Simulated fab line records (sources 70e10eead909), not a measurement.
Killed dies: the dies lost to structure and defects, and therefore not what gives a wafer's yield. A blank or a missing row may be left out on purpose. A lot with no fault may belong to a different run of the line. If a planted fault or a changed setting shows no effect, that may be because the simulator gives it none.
fab line records	flow nand_harc
record lots=24	wafers=72	last_day=24
route steps=1159 shown A_STAIRCASE@621
lots that met no fault: from a run of the same line without faults
start_h: start of the lot's first displayed wafer, in hours after the record's first day	wait_h: hours since the lot's step before	" repeats the value in the row above	L1.1+2: a single row standing in for several wafers	- no value, or no start was given	* or withheld: withheld	< > ~ a bound
route shown NAME@n: names a module that has steps shown in the file, with the first one's number in the route	usual: average and standard deviation across the fault-free wafers	same: alike in all rows	chamber/n: place in a boat	sites: per-site readings	_std_site: standard deviation of those values	_edge_site: mean of outer sites minus mean of inner sites	radius_mm: for every site, how far away it sits from the centre of the wafer	mask NAME#n: copy n	behind: the most recent tool/chamber to have shaped the wafer	hold: what put the lot on hold/how long, in hours/how the hold closed	device: transistor that didn't switch, given as n, p or np	end of line: the same wafers' tests at the end of the route	step lacking rows: just its recipe	killed: at the first sort, the dies lost to defects and structure; wafer yield is something else	map: the dies of a wafer, with x for killed, . for not killed, _ for no die there
set.NAME: the setting as run; set.NAME@STEP: as run at that earlier step	model.NAME: the simulator's own value behind a step, which no gauge read
steps of the route over a sample of lots; a table a step, a row a wafer
services: from which hour (start_h, from the record's first day; less than 0 if before it) a tool's chamber was out of use, for how many hours, and why
## steps
# step NHARC_A_STAIRCASE_ETCH_227
# recipe target_depth_a=1000	time_s=40.5	ion_energy_ev=400	c4f8_flow_sccm=20	o2_flow_sccm=10	ar_flow_sccm=withheld	rf_w=600	bias_w=1000	chemistry=C4F8/O2
# usual chamber_pressure_mTorr=24.996/0.022	oes_product_au=0.946/0.014	rf_vpp_V=895/3.7
# same time_s=40.5
lot.wafer	tool	chamber	start_h	wait_h	chamber_pressure_mTorr	oes_product_au	rf_hours_counter_h	rf_vpp_V
L074.1	rie_diel-02	2	-	-	25.027	0.924	28	893
L074.3	"	3	"	"	25.003	0.938	26	893
L074.5	"	1	"	"	25.027	0.917	-	888
L075.3	rie_diel-03	0	-	-	24.992	0.956	11	895
L075.2	"	1	"	"	25.022	0.955	10	898
L075.1	"	2	"	"	24.966	0.970	11	900
L077.2	rie_diel-02	1	-	-	25.033	0.943	36	887
L077.1	"	2	"	"	24.990	0.950	41	891
L077.3	"	0	"	"	24.967	0.947	41	892
L076.2	rie_diel-03	1	-	-	24.949	0.924	15	899
L076.3	"	2	"	"	25.027	0.959	18	900
L076.6	"	0	"	"	25.020	0.946	-	896
L078.1	rie_diel-03	1	-	-	25.015	0.924	16	898
L078.4	"	2	"	"	25.001	0.958	18	900
L078.6	"	1	"	"	25.012	0.936	-	899
L079.3	rie_diel-02	2	-	-	24.988	0.944	44	891
L079.4	"	1	"	"	24.989	0.944	40	888
L079.6	"	2	"	"	25.020	0.927	-	894
L080.1	rie_diel-02	1	-	-	25.039	0.953	41	887
L080.4	"	2	"	"	25.032	0.933	46	893
L080.5	"	3	"	"	24.982	0.942	-	896
L082.2	rie_diel-03	1	-	-	25.034	0.919	22	898
L082.5	"	3	"	"	24.940	0.956	-	895
L082.6	"	0	"	"	25.006	0.959	-	896
L081.2	rie_diel-03	3	-	-	24.994	0.949	29	896
L081.1	"	0	"	"	24.959	0.951	26	896
L081.4	"	2	"	"	24.959	0.945	29	900
L084.4	rie_diel-12	0	-	-	24.965	0.917	33	896
L084.3	"	1	"	"	24.990	0.935	34	892
L084.5	"	3	"	"	24.993	0.938	-	898
L085.3	rie_diel-12	3	-	-	25.001	0.930	31	899
L085.2	"	2	"	"	24.959	0.919	33	901
L085.6	"	3	"	"	24.986	0.936	-	899
L087.1	rie_diel-12	1	-	-	24.993	0.931	37	892
L087.5	"	1	"	"	24.981	0.946	-	892
L087.6	"	2	"	"	24.996	0.913	-	901
L086.2	rie_diel-02	1	-	-	25.037	0.950	53	888
L086.3	"	2	"	"	24.989	0.948	58	892
L086.5	"	0	"	"	24.986	0.951	-	891
L083.4	rie_diel-12	0	-	-	25.000	0.925	38	900
L083.5	"	3	"	"	24.996	0.941	-	898
L083.6	"	0	"	"	25.009	0.929	-	898
L089.4	rie_diel-03	3	-	-	24.968	0.954	42	894
L089.1	"	0	"	"	25.030	0.967	39	894
L089.3	"	1	"	"	24.994	0.929	39	898
L088.2	rie_diel-03	0	-	-	25.020	0.954	40	893
L088.1	"	1	"	"	24.993	0.938	40	898
L088.4	"	2	"	"	25.003	0.955	43	900
L090.4	rie_diel-03	1	-	-	24.996	0.954	43	900
L090.5	"	0	"	"	24.947	0.955	-	894
L090.6	"	1	"	"	25.021	0.942	-	897
L092.4	rie_diel-03	3	-	-	25.005	0.988	50	894
L092.6	"	1	"	"	25.002	0.932	-	898
L092.5	"	2	"	"	24.981	0.937	-	899
L093.1	rie_diel-02	0	-	-	24.957	0.962	6	889
L093.3	"	1	"	"	24.988	0.934	7	887
L093.2	"	3	"	"	25.030	0.974	6	892
L091.4	rie_diel-03	1	-	-	24.995	0.963	47	898
L091.2	"	0	"	"	24.981	0.962	49	895
L091.5	"	2	"	"	24.969	0.962	-	899
L094.3	rie_diel-03	2	-	-	25.002	0.942	53	900
L094.2	"	3	"	"	25.061	0.951	53	896
L094.1	"	1	"	"	25.004	0.946	48	898
L095.4	rie_diel-02	3	-	-	25.004	0.969	14	894
L095.3	"	1	"	"	25.012	0.937	14	887
L095.6	"	2	"	"	25.013	0.936	-	891
L097.4	rie_diel-03	0	-	-	24.982	0.949	61	894
L097.1	"	1	"	"	24.980	0.947	56	898
L097.5	"	2	"	"	24.991	0.933	-	898
L096.4	rie_diel-03	2	-	-	24.968	0.942	62	899
L096.1	"	1	"	"	25.006	0.940	58	899
L096.6	"	2	"	"	24.984	0.935	-	898
# step NHARC_A_STAIRCASE_ETCH_230
# recipe target_depth_a=1000	time_s=40.5	ion_energy_ev=400	c4f8_flow_sccm=20	o2_flow_sccm=10	ar_flow_sccm=withheld	rf_w=600	bias_w=1000	chemistry=C4F8/O2
# usual chamber_pressure_mTorr=25.001/0.022	oes_product_au=0.954/0.02	rf_vpp_V=895/3.8
# same time_s=40.5
lot.wafer	tool	chamber	start_h	wait_h	chamber_pressure_mTorr	oes_product_au	rf_hours_counter_h	rf_vpp_V
L074.1	rie_diel-02	1	-	-	24.992	0.936	23	887
L074.3	"	2	"	"	24.999	0.945	28	893
L074.5	"	0	"	"	24.987	0.959	-	891
L075.3	rie_diel-12	0	-	-	24.985	0.948	13	900
L075.2	"	1	"	"	24.992	0.956	14	891
L075.1	"	2	"	"	24.993	0.945	15	902
L077.2	rie_diel-02	3	-	-	24.959	0.951	40	895
L077.3	"	0	"	"	25.003	0.946	41	892
L077.1	"	1	"	"	24.987	0.950	37	888
L076.3	rie_diel-12	0	-	-	24.983	0.936	20	899
L076.2	"	2	"	"	24.994	0.939	21	902
L076.6	"	0	"	"	24.979	0.937	-	900
L078.1	rie_diel-03	0	-	-	25.009	0.951	16	897
L078.4	"	2	"	"	25.014	0.951	18	901
L078.6	"	3	"	"	24.983	0.951	-	895
L079.4	rie_diel-12	1	-	-	25.026	0.963	24	891
L079.3	"	2	"	"	24.990	0.972	23	904
L079.6	"	1	"	"	25.028	0.953	-	892
L080.4	rie_diel-02	3	-	-	25.046	0.949	46	894
L080.1	"	0	"	"	25.004	0.951	47	891
L080.5	"	1	"	"	24.986	0.952	-	888
L082.2	rie_diel-03	2	-	-	24.974	0.958	26	900
L082.5	"	2	"	"	25.022	0.945	-	899
L082.6	"	3	"	"	25.024	0.966	-	896
L081.2	rie_diel-03	1	-	-	25.007	0.934	25	898
L081.4	"	2	"	"	24.983	0.940	29	899
L081.1	"	3	"	"	25.012	0.960	29	894
L084.4	rie_diel-03	1	-	-	24.979	0.935	30	899
L084.3	"	3	"	"	25.008	0.990	33	894
L084.5	"	1	"	"	24.974	0.933	-	897
L085.2	rie_diel-03	2	-	-	25.019	0.933	34	900
L085.3	"	3	"	"	24.979	0.943	34	897
L085.6	"	1	"	"	25.005	0.916	-	898
L087.1	rie_diel-03	2	-	-	24.979	0.963	36	900
L087.5	"	0	"	"	25.018	0.992	-	896
L087.6	"	1	"	"	24.997	0.960	-	899
L086.3	rie_diel-03	1	-	-	25.018	0.976	33	899
L086.2	"	2	"	"	24.992	0.978	37	901
L086.5	"	3	"	"	25.030	0.975	-	894
L083.4	rie_diel-03	0	-	-	24.986	0.996	34	897
L083.6	"	1	"	"	24.993	0.975	-	898
L083.5	"	2	"	"	24.986	0.973	-	899
L089.3	rie_diel-12	1	-	-	25.020	0.986	45	891
L089.4	"	3	"	"	24.987	0.948	40	898
L089.1	"	0	"	"	25.014	0.953	44	898
L088.1	rie_diel-03	0	-	-	25.002	0.941	40	895
L088.4	"	1	"	"	24.990	0.935	40	898
L088.2	"	3	"	"	25.014	0.976	43	895
L090.4	rie_diel-03	2	-	-	24.963	0.949	49	898
L090.5	"	2	"	"	25.012	0.950	-	899
L090.6	"	3	"	"	24.993	0.956	-	894
L092.4	rie_diel-03	2	-	-	25.001	0.967	51	900
L092.6	"	0	"	"	24.951	0.953	-	894
L092.5	"	1	"	"	25.028	0.948	-	898
L093.2	rie_diel-02	2	-	-	24.948	0.919	7	891
L093.3	"	3	"	"	25.005	0.963	6	893
L093.1	"	1	"	"	24.993	0.937	7	888
L091.4	rie_diel-02	2	-	-	24.966	0.969	7	893
L091.2	"	0	"	"	25.028	0.985	7	890
L091.5	"	1	"	"	25.034	0.970	-	887
L094.1	rie_diel-02	0	-	-	25.036	0.935	7	891
L094.2	"	2	"	"	25.029	0.910	9	891
L094.3	"	3	"	"	25.029	0.948	8	895
L095.3	rie_diel-03	2	-	-	24.983	0.970	61	898
L095.4	"	0	"	"	25.019	0.998	62	893
L095.6	"	2	"	"	24.963	0.967	-	899
L097.4	rie_diel-02	1	-	-	25.025	0.952	14	887
L097.1	"	3	"	"	25.010	1.005	14	893
L097.5	"	1	"	"	25.017	0.951	-	888
L096.4	rie_diel-03	1	-	-	24.972	0.926	61	898
L096.1	"	2	"	"	25.013	0.934	65	899
L096.6	"	0	"	"	24.988	0.941	-	894
# step NHARC_A_STAIRCASE_DEP_259
# recipe target_thk_a=300	target_thk_nm=30	temp_c=400	pressure_torr=3.5	flow_sccm=200	rf_w=350	material=SiON
# usual heater_power_w=758/98	susceptor_temp_C=400.02/0.21
lot.wafer	tool	chamber	start_h	wait_h	heater_power_w	susceptor_temp_C
L074.3	pecvd-04	1	231.94	0.9	698	399.89
L074.1	"	0	"	"	734	400.23
L074.5	"	2	"	"	684	400.16
L075.1	pecvd-04	2	259.67	1.5	662	399.80
L075.3	"	0	"	"	882	399.59
L075.2	"	1	"	"	670	400.09
L077.3	pecvd-03	0	269.59	0.9	625	400.03
L077.1	"	1	"	"	808	399.81
L077.2	"	2	"	"	777	400.09
L076.2	pecvd-04	0	271.65	1.3	839	400.14
L076.3	"	1	"	"	793	400.06
L076.6	"	2	"	"	677	400.08
L078.1	pecvd-01	1	272.67	1.6	901	400.10
L078.6	"	0	"	"	738	400.27
L078.4	"	1	"	"	913	399.89
L079.3	pecvd-03	2	280.59	1.0	765	400.04
L079.4	"	2	"	"	775	400.03
L079.6	"	0	"	"	714	400.04
L080.1	pecvd-03	2	283.55	1.6	751	399.87
L080.4	"	1	"	"	890	399.86
L080.5	"	2	"	"	761	399.87
L082.2	pecvd-03	2	290.05	1.3	824	400.03
L082.6	"	1	"	"	861	400.06
L082.5	"	2	"	"	832	399.23
L081.2	pecvd-04	1	301.23	1.3	709	400.00
L081.1	"	0	"	"	829	400.45
L081.4	"	1	"	"	723	400.30
L084.3	pecvd-01	0	313.30	1.0	748	400.11
L084.4	"	0	"	"	736	400.59
L084.5	"	1	"	"	785	399.98
L085.3	pecvd-03	2	313.34	1.0	810	400.04
L085.2	"	0	"	"	607	400.15
L085.6	"	0	"	"	613	399.95
L087.1	pecvd-03	2	320.40	1.6	788	399.46
L087.6	"	0	"	"	541	399.99
L087.5	"	2	"	"	812	399.93
L086.3	pecvd-01	0	322.66	1.0	730	400.33
L086.2	"	2	"	"	787	400.41
L086.5	"	1	"	"	765	399.94
L083.4	pecvd-01	1	324.49	0.7	918	400.22
L083.5	"	2	"	"	675	400.03
L083.6	"	0	"	"	759	399.99
L089.3	pecvd-03	1	337.34	0.9	926	399.81
L089.1	"	2	"	"	752	399.86
L089.4	"	0	"	"	562	399.74
L088.1	pecvd-04	2	338.10	1.6	646	399.99
L088.2	"	0	"	"	836	399.75
L088.4	"	2	"	"	664	400.00
L090.6	pecvd-03	0	355.95	0.1	583	399.77
L090.4	"	1	"	"	840	400.20
L090.5	"	2	"	"	870	400.20
L092.5	pecvd-03	1	358.83	0.4	896	400.43
L092.6	"	2	"	"	877	399.69
L092.4	"	0	"	"	625	399.90
L093.3	pecvd-04	1	364.18	1.0	680	399.70
L093.2	"	2	"	"	578	400.25
L093.1	"	0	"	"	756	400.07
L091.2	pecvd-03	1	366.07	1.3	764	399.62
L091.5	"	2	"	"	792	399.92
L091.4	"	0	"	"	637	400.11
L094.3	pecvd-04	2	370.21	0.9	636	399.97
L094.1	"	0	"	"	785	400.01
L094.2	"	1	"	"	763	399.95
L095.3	pecvd-01	2	389.75	0.9	755	400.22
L095.6	"	0	"	"	700	399.91
L095.4	"	1	"	"	767	399.83
L097.1	pecvd-03	1	389.79	1.5	956	399.91
L097.4	"	2	"	"	798	400.40
L097.5	"	0	"	"	622	399.97
L096.1	pecvd-03	2	392.48	1.6	856	399.74
L096.4	"	1	"	"	895	400.21
L096.6	"	0	"	"	609	399.68
# step NHARC_A_STAIRCASE_ETCH_294
# recipe target_depth_a=49920	time_s=1212.4	ion_energy_ev=800	c4f8_flow_sccm=80	o2_flow_sccm=60	ar_flow_sccm=withheld	rf_w=600	bias_w=3000	chemistry=C4F8/O2/Ar
# usual chamber_pressure_mTorr=25.000/0.022	oes_product_au=0.939/0.015	rf_vpp_V=1823/8.5
# same time_s=1212.4
lot.wafer	tool	chamber	start_h	wait_h	chamber_pressure_mTorr	oes_product_au	rf_hours_counter_h	rf_vpp_V
L074.1	rie_diel-03	1	-	-	25.024	0.925	4	1833
L074.3	"	2	"	"	24.982	0.943	5	1838
L074.5	"	2	"	"	25.005	0.947	-	1836
L075.2	rie_diel-02	3	-	-	24.988	0.938	39	1822
L075.1	"	0	"	"	25.027	0.930	40	1817
L075.3	"	1	"	"	24.992	0.926	36	1810
L077.3	rie_diel-03	2	-	-	24.990	0.951	20	1834
L077.1	"	0	"	"	25.013	0.943	18	1825
L077.2	"	1	"	"	24.995	0.951	18	1831
L076.2	rie_diel-03	3	-	-	24.971	0.934	21	1825
L076.3	"	0	"	"	25.021	0.937	18	1823
L076.6	"	3	"	"	25.001	0.933	-	1824
L078.4	rie_diel-12	0	-	-	24.974	0.907	23	1835
L078.1	"	1	"	"	24.975	0.936	24	1817
L078.6	"	3	"	"	24.994	0.936	-	1833
L079.3	rie_diel-03	2	-	-	24.998	0.938	25	1835
L079.4	"	3	"	"	25.015	0.947	26	1824
L079.6	"	2	"	"	25.047	0.934	-	1836
L080.4	rie_diel-02	2	-	-	24.979	0.944	48	1818
L080.1	"	3	"	"	24.973	0.930	49	1822
L080.5	"	2	"	"	24.989	0.935	-	1817
L082.2	rie_diel-03	2	-	-	24.966	0.955	28	1834
L082.6	"	2	"	"	25.046	0.969	-	1834
L082.5	"	3	"	"	24.987	0.969	-	1825
L081.1	rie_diel-02	1	-	-	25.009	0.934	48	1810
L081.2	"	2	"	"	25.046	0.926	53	1820
L081.4	"	3	"	"	24.962	0.952	52	1823
L084.3	rie_diel-12	3	-	-	24.994	0.920	34	1831
L084.4	"	1	"	"	24.983	0.934	38	1818
L084.5	"	0	"	"	24.984	0.915	-	1832
L085.3	rie_diel-02	2	-	-	24.977	0.933	58	1818
L085.2	"	3	"	"	24.967	0.938	56	1820
L085.6	"	3	"	"	25.040	0.955	-	1823
L087.1	rie_diel-02	2	-	-	25.008	0.935	60	1818
L087.5	"	3	"	"	24.984	0.941	-	1823
L087.6	"	0	"	"	24.995	0.923	-	1817
L086.3	rie_diel-02	3	-	-	24.941	0.956	61	1822
L086.2	"	0	"	"	25.009	0.940	63	1818
L086.5	"	0	"	"	25.005	0.941	-	1816
L083.4	rie_diel-02	0	-	-	25.024	0.962	64	1817
L083.6	"	3	"	"	24.992	0.953	-	1822
L083.5	"	0	"	"	25.013	0.968	-	1817
L089.4	rie_diel-02	2	-	-	25.008	0.937	0	1818
L089.3	"	3	"	"	25.016	0.974	0	1822
L089.1	"	0	"	"	25.008	0.961	0	1816
L088.2	rie_diel-03	3	-	-	24.999	0.958	46	1824
L088.4	"	0	"	"	24.967	0.939	43	1825
L088.1	"	1	"	"	24.974	0.954	41	1830
L090.4	rie_diel-12	2	-	-	25.021	0.916	51	1838
L090.5	"	1	"	"	25.044	0.926	-	1817
L090.6	"	2	"	"	24.977	0.903	-	1839
L092.4	rie_diel-02	0	-	-	24.978	0.945	7	1817
L092.6	"	1	"	"	24.992	0.940	-	1810
L092.5	"	2	"	"	24.980	0.924	-	1818
L093.3	rie_diel-02	3	-	-	25.014	0.954	8	1821
L093.2	"	1	"	"	25.014	0.918	10	1808
L093.1	"	2	"	"	24.990	0.920	10	1816
L091.4	rie_diel-03	3	-	-	24.970	0.963	56	1823
L091.2	"	2	"	"	24.990	0.955	55	1834
L091.5	"	0	"	"	25.024	0.956	-	1823
L094.2	rie_diel-02	3	-	-	25.019	0.974	10	1822
L094.1	"	0	"	"	25.007	0.954	10	1817
L094.3	"	1	"	"	24.983	0.938	11	1808
L095.3	rie_diel-12	0	-	-	24.992	0.919	2	1832
L095.4	"	2	"	"	25.033	0.918	2	1839
L095.6	"	0	"	"	24.976	0.922	-	1832
L097.1	rie_diel-02	1	-	-	25.012	0.939	19	1808
L097.4	"	3	"	"	25.043	0.964	19	1821
L097.5	"	2	"	"	24.997	0.920	-	1818
L096.1	rie_diel-12	2	-	-	25.005	0.919	3	1839
L096.4	"	0	"	"	25.015	0.935	4	1831
L096.6	"	2	"	"	24.955	0.929	-	1840
# step NHARC_A_STAIRCASE_ETCH_313
# recipe cf4_flow_sccm=100	chf3_flow_sccm=30	ar_flow_sccm=0	rf_w=500	bias_w=200	chemistry=CF4/CHF3
# usual chamber_pressure_mTorr=25.003/0.021	drypump_motor_current_A=5.6/0.41	oes_product_au=0.936/0.019	rf_vpp_V=370.3/1.9	showerhead_plenum_p_Torr=1.56/0.051	throttle_valve_pct=16.802/0.0083
lot.wafer	tool	chamber	start_h	wait_h	chamber_pressure_mTorr	drypump_motor_current_A	oes_product_au	rf_hours_counter_h	rf_vpp_V	showerhead_plenum_p_Torr	throttle_valve_pct
L074.3	rie_diel-03	2	241.92	0.1	25.009	5.2	0.936	8	372.3	1.63	16.796
L074.1	"	3	"	"	24.999	6.0	0.938	8	368.8	1.56	16.795
L074.5	"	2	"	"	25.004	5.2	0.929	-	373.3	1.63	16.801
L075.2	rie_diel-02	1	265.95	0.1	25.016	5.9	0.926	37	366.2	1.47	16.806
L075.3	"	2	"	"	24.996	5.3	0.937	42	368.9	1.52	16.803
L075.1	"	3	"	"	25.022	5.2	0.930	41	369.6	1.55	16.790
L077.3	rie_diel-03	3	275.73	0.1	24.958	6.0	0.927	22	370.3	1.56	16.790
L077.1	"	1	"	"	25.026	4.9	0.924	19	372.4	1.60	16.808
L077.2	"	2	"	"	25.005	5.2	0.928	22	373.1	1.62	16.809
L076.2	rie_diel-12	1	278.37	0.1	25.005	5.9	0.962	25	370.1	1.52	16.806
L076.3	"	2	"	"	25.021	6.1	0.931	24	374.5	1.65	16.804
L076.6	"	0	"	"	24.981	5.6	0.948	-	372.7	1.61	16.796
L078.1	rie_diel-02	2	279.55	0.1	24.997	5.3	0.969	47	368.0	1.52	16.809
L078.4	"	0	"	"	24.975	5.8	0.959	47	368.3	1.52	16.807
L078.6	"	2	"	"	24.985	5.3	0.970	-	368.6	1.52	16.808
L079.3	rie_diel-02	1	288.88	0.1	25.026	6.0	0.938	44	367.0	1.47	16.794
L079.4	"	0	"	"	25.012	5.8	0.925	-	368.7	1.51	16.794
L079.6	"	1	"	"	25.012	6.0	0.937	-	365.3	1.47	16.789
L080.4	rie_diel-03	1	289.60	0.1	24.999	4.9	0.940	24	371.9	1.60	16.818
L080.1	"	3	"	"	25.002	6.1	0.965	27	369.0	1.56	16.811
L080.5	"	2	"	"	24.989	5.2	0.954	-	372.7	1.62	16.796
L082.2	rie_diel-03	3	296.48	0.1	25.016	6.1	0.936	30	370.8	1.56	16.801
L082.5	"	3	"	"	25.022	6.1	0.941	-	370.5	1.56	16.801
L082.6	"	0	"	"	25.000	5.1	0.927	-	369.5	1.56	16.797
L081.1	rie_diel-03	0	310.61	0.1	24.983	5.1	0.931	31	369.8	1.56	16.818
L081.4	"	1	"	"	25.028	4.9	0.921	32	371.4	1.60	16.803
L081.2	"	2	"	"	25.003	5.2	0.923	35	372.7	1.62	16.791
L084.4	rie_diel-03	3	321.05	0.1	24.978	6.0	1.008	39	370.0	1.56	16.795
L084.3	"	0	"	"	25.035	5.1	0.986	36	368.0	1.56	16.799
L084.5	"	1	"	"	24.960	4.9	0.961	-	371.4	1.60	16.812
L085.2	rie_diel-03	0	321.30	0.2	24.997	5.1	0.951	36	370.2	1.56	16.790
L085.3	"	1	"	"	25.031	4.9	0.929	36	371.2	1.60	16.802
L085.6	"	1	"	"	25.024	4.9	0.940	-	371.6	1.60	16.793
L087.1	rie_diel-03	3	327.87	0.1	24.924	6.1	0.939	41	370.4	1.55	16.808
L087.6	"	3	"	"	25.041	6.1	0.937	-	370.7	1.55	16.790
L087.5	"	0	"	"	25.034	5.1	0.942	-	369.4	1.56	16.806
L086.3	rie_diel-12	3	328.75	0.1	25.007	5.3	0.935	38	371.8	1.60	16.801
L086.2	"	0	"	"	25.012	5.6	0.929	44	370.0	1.61	16.812
L086.5	"	2	"	"	24.966	6.1	0.935	-	374.8	1.65	16.792
L083.4	rie_diel-12	3	331.48	0.1	24.988	5.3	0.951	40	372.8	1.60	16.801
L083.6	"	1	"	"	25.018	5.9	0.947	-	368.7	1.51	16.802
L083.5	"	2	"	"	24.994	6.1	0.940	-	373.4	1.65	16.787
L089.3	rie_diel-02	3	343.47	0.1	25.012	5.2	0.939	1	369.7	1.54	16.803
L089.4	"	0	"	"	24.984	5.8	0.928	1	369.4	1.51	16.803
L089.1	"	1	"	"	25.031	6.0	0.924	1	367.7	1.47	16.802
L088.1	rie_diel-12	1	344.37	0.1	25.009	5.9	0.924	50	368.3	1.51	16.797
L088.2	"	2	"	"	25.018	6.1	0.898	48	371.9	1.64	16.804
L088.4	"	3	"	"	24.995	5.3	0.925	44	371.7	1.60	16.795
L090.4	rie_diel-02	2	363.45	0.1	24.987	5.3	0.909	9	369.1	1.52	16.782
L090.6	"	2	"	"	25.000	5.3	0.923	-	369.1	1.52	16.795
L090.5	"	3	"	"	24.962	5.2	0.940	-	369.1	1.54	16.794
L092.4	rie_diel-12	3	369.35	0.1	25.017	5.4	0.988	53	371.5	1.60	16.806
L092.5	"	1	"	"	25.015	5.9	0.930	-	369.3	1.51	16.806
L092.6	"	2	"	"	24.998	6.1	0.911	-	372.5	1.64	16.804
L093.2	rie_diel-12	2	371.41	0.1	25.029	6.1	0.901	56	373.1	1.64	16.820
L093.3	"	3	"	"	25.022	5.3	0.930	53	372.3	1.60	16.798
L093.1	"	0	"	"	24.997	5.6	0.909	58	370.2	1.60	16.803
L091.4	rie_diel-02	3	373.23	0.1	24.981	5.2	0.945	10	369.6	1.54	16.799
L091.2	"	2	"	"	25.021	5.3	0.913	11	368.5	1.52	16.795
L091.5	"	3	"	"	24.980	5.2	0.951	-	369.8	1.54	16.805
L094.3	rie_diel-12	1	376.59	0.2	24.998	5.9	0.941	60	369.2	1.51	16.806
L094.1	"	2	"	"	24.984	6.1	0.924	59	373.2	1.64	16.802
L094.2	"	0	"	"	25.034	5.6	0.922	61	371.8	1.60	16.806
L097.4	rie_diel-12	0	396.53	0.1	25.002	5.6	0.931	5	371.8	1.60	16.798
L097.1	"	2	"	"	25.030	6.1	0.937	5	373.3	1.64	16.788
L097.5	"	3	"	"	25.016	5.3	0.932	-	372.8	1.59	16.812
L095.3	rie_diel-02	2	396.68	0.1	24.990	5.4	0.930	22	368.7	1.51	16.802
L095.4	"	3	"	"	25.022	5.2	0.947	22	368.4	1.54	16.798
L095.6	"	1	"	"	24.960	6.0	0.926	-	366.7	1.46	16.791
L096.4	rie_diel-12	2	398.82	0.1	24.983	6.1	0.910	5	371.5	1.64	16.801
L096.1	"	0	"	"	25.032	5.6	0.909	6	370.3	1.60	16.814
L096.6	"	2	"	"	25.033	6.1	0.902	-	373.1	1.64	16.808
# step NHARC_A_STAIRCASE_DEP_325
# recipe target_thk_a=38000	temp_c=400	target_thk_nm=3800	teos_flow_sccm=200	rf_w=500	material=SiO2
# usual heater_power_w=663/98	susceptor_temp_C=399.97/0.24
lot.wafer	tool	chamber	start_h	wait_h	heater_power_w	susceptor_temp_C
L074.3	pecvd-04	2	273.19	0.1	600	400.04
L074.1	"	0	"	"	743	400.07
L074.5	"	1	"	"	600	399.27
L075.2	pecvd-01	1	296.99	0.1	789	400.13
L075.3	"	2	"	"	654	399.93
L075.1	"	0	"	"	693	399.74
L077.3	pecvd-01	1	310.86	0.1	879	399.96
L077.1	"	2	"	"	762	400.21
L077.2	"	0	"	"	603	399.63
L076.3	pecvd-04	1	310.88	0.1	742	399.42
L076.2	"	0	"	"	778	400.13
L076.6	"	0	"	"	705	399.83
L078.1	pecvd-03	2	310.96	0.2	659	399.48
L078.4	"	2	"	"	661	399.61
L078.6	"	0	"	"	472	399.90
L080.1	pecvd-03	2	326.24	0.1	690	399.95
L080.5	"	2	"	"	644	400.32
L080.4	"	0	"	"	476	400.15
L082.2	pecvd-01	2	326.32	0.2	727	400.13
L082.5	"	1	"	"	706	400.48
L082.6	"	2	"	"	619	400.37
L079.3	pecvd-04	1	326.33	0.2	709	399.76
L079.6	"	1	"	"	620	399.64
L079.4	"	2	"	"	510	399.90
L081.1	pecvd-01	1	343.40	0.2	733	399.54
L081.2	"	2	"	"	678	399.95
L081.4	"	0	"	"	569	400.16
L085.2	pecvd-03	2	357.62	0.1	767	400.33
L085.3	"	0	"	"	571	399.67
L085.6	"	2	"	"	642	400.28
L084.3	pecvd-04	1	357.91	0.4	615	400.13
L084.4	"	0	"	"	675	399.94
L084.5	"	1	"	"	622	400.20
L086.3	pecvd-01	0	361.98	0.2	709	400.04
L086.2	"	2	"	"	661	399.80
L086.5	"	2	"	"	628	400.08
L087.1	pecvd-04	0	362.07	0.3	710	400.30
L087.6	"	2	"	"	505	400.47
L087.5	"	1	"	"	614	400.13
L083.6	pecvd-03	1	362.22	0.5	714	400.14
L083.4	"	2	"	"	646	399.94
L083.5	"	0	"	"	474	399.97
L089.3	pecvd-01	2	375.62	0.1	767	399.97
L089.1	"	0	"	"	631	399.95
L089.4	"	1	"	"	697	400.09
L088.2	pecvd-04	2	375.71	0.2	634	399.99
L088.1	"	0	"	"	788	400.09
L088.4	"	2	"	"	503	400.24
L090.6	pecvd-04	0	395.31	0.3	719	400.19
L090.5	"	1	"	"	629	399.68
L090.4	"	2	"	"	518	399.77
L093.3	pecvd-01	0	403.57	0.1	628	399.83
L093.2	"	1	"	"	759	400.06
L093.1	"	2	"	"	738	400.24
L092.6	pecvd-03	2	403.85	0.3	646	399.89
L092.5	"	0	"	"	482	399.87
L092.4	"	1	"	"	708	400.06
L094.2	pecvd-01	1	406.97	0.1	846	399.97
L094.1	"	2	"	"	685	399.76
L094.3	"	0	"	"	661	399.95
L091.2	pecvd-03	1	407.16	0.3	810	400.22
L091.4	"	2	"	"	644	399.87
L091.5	"	1	"	"	720	400.15
L096.1	pecvd-04	2	432.61	0.1	573	400.04
L096.4	"	2	"	"	515	399.62
L096.6	"	0	"	"	701	399.64
L095.3	pecvd-03	0	432.68	0.1	544	400.01
L095.4	"	0	"	"	461	400.11
L095.6	"	2	"	"	654	400.01
L097.1	pecvd-01	2	432.79	0.2	799	400.04
L097.4	"	2	"	"	637	400.04
L097.5	"	0	"	"	554	399.99
## services
tool	chamber	start_h	hours	kind
rie_diel-12	-	202.83	9.0	pm
rie_diel-03	-	215.38	9.0	pm
rie_diel-03	0	215.38	9.0	vent_cycle
rie_diel-03	1	215.38	9.0	vent_cycle
rie_diel-03	2	215.38	9.0	vent_cycle
rie_diel-03	3	215.38	9.0	vent_cycle
pecvd-01	-	237.05	13.0	pm
pecvd-04	-	260.62	1.5	repair
pecvd-01	2	273.73	10.3	repair
rie_diel-02	3	287.61	5.5	repair
pecvd-03	-	292.01	13.0	pm
rie_diel-12	3	319.36	2.0	repair
rie_diel-02	-	327.86	9.0	pm
rie_diel-03	1	332.84	6.5	repair
rie_diel-12	1	337.97	1.2	repair
pecvd-04	2	343.23	18.0	repair
pecvd-01	1	370.55	4.8	repair
pecvd-04	-	376.19	13.0	pm
pecvd-01	2	376.93	6.7	repair
rie_diel-12	-	379.86	9.0	pm
rie_diel-02	0	383.46	2.1	repair
rie_diel-02	-	388.79	0.9	repair
rie_diel-03	-	392.39	9.0	pm
pecvd-01	-	418.05	13.0	pm
## key
fault none
